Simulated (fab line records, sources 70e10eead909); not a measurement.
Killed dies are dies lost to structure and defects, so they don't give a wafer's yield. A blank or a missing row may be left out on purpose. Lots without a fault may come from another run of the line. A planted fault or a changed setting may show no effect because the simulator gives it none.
Chamber matching | flow nand_harc | NHARC_P_GATE_ETCH_32 on rie_si-03: 4 sister chambers
The step etches the open film in HBr/Cl2, target depth 150 nm, time 100.1 s. 14 wafers are shown with their chamber, then 7 later ones without.

WAFERS WITH THEIR CHAMBER
wafer  | chamber | drypump_motor_current_A (A) | oes_product_au (a.u.) | chamber_pressure_mTorr (mTorr)
L638.4 | 3       | 5.3                         | 0.991                 | 15.005
L638.5 | 0       | 6.1                         | 0.982                 | 14.992
L638.6 | 3       | 5.3                         | 0.974                 | 14.983
L640.2 | 0       | 6.1                         | 0.993                 | 15.036
L640.4 | 2       | 5.7                         | 0.992                 | 14.996
L640.6 | 1       | 5.9                         | 1.000                 | 14.995
L643.1 | 3       | 5.2                         | 0.987                 | 15.019
L643.2 | 0       | 6.2                         | 0.992                 | 14.988
L643.4 | 1       | 5.9                         | 0.998                 | 14.988
L648.3 | 3       | 5.3                         | 0.989                 | 14.993
L648.4 | 1       | 5.9                         | 1.001                 | 14.984
L648.6 | 3       | 5.3                         | 0.998                 | 15.002
L655.4 | 2       | 5.7                         | 1.017                 | 14.973
L655.5 | 3       | 5.3                         | 1.001                 | 14.997

SIGNATURES (means of the wafers above)
reading                 | chamber 0 | chamber 1 | chamber 2 | chamber 3 | scatter within a chamber
drypump_motor_current_A | 6.133     | 5.900     | 5.700     | 5.283     | 0.0387
oes_product_au          | 0.98900   | 0.99967   | 1.00450   | 0.99000   | 0.00918
chamber_pressure_mTorr  | 15.00533  | 14.98900  | 14.98450  | 14.99983  | 0.0158
Rule: a wafer's distance from a chamber is the root of the sum, over the readings, of the square of ((its reading less the chamber's mean) divided by the reading's scatter). The wafer belongs to the nearest chamber; if the next one is less than 2 further off, it can't be placed. The scatter: the root of (the sum of the squares of (reading less its chamber's mean) over the shown wafers, divided by (wafers less chambers)).

WAFERS WITHOUT THEIR CHAMBER
wafer  | drypump_motor_current_A (A) | oes_product_au (a.u.) | chamber_pressure_mTorr (mTorr)
L655.6 | 6.1                         | 1.007                 | 15.013
L658.2 | 5.7                         | 0.996                 | 14.979
L658.5 | 5.9                         | 0.990                 | 15.020
L658.6 | 5.7                         | 1.001                 | 15.013
L659.1 | 5.9                         | 1.002                 | 15.012
L659.2 | 5.3                         | 0.996                 | 14.997
L659.5 | 5.7                         | 1.005                 | 14.991

WHICH CHAMBER EACH WENT THROUGH
wafer  | from the rows above | in truth
L655.6 | 0                   | 0
L658.2 | 2                   | 2
L658.5 | 1                   | 1
L658.6 | 2                   | 2
L659.1 | 1                   | 1
L659.2 | 3                   | 3
L659.5 | 2                   | 2
Placed correctly: 7 of 7. Can't be placed from these rows: 0. Placed wrongly: 0.
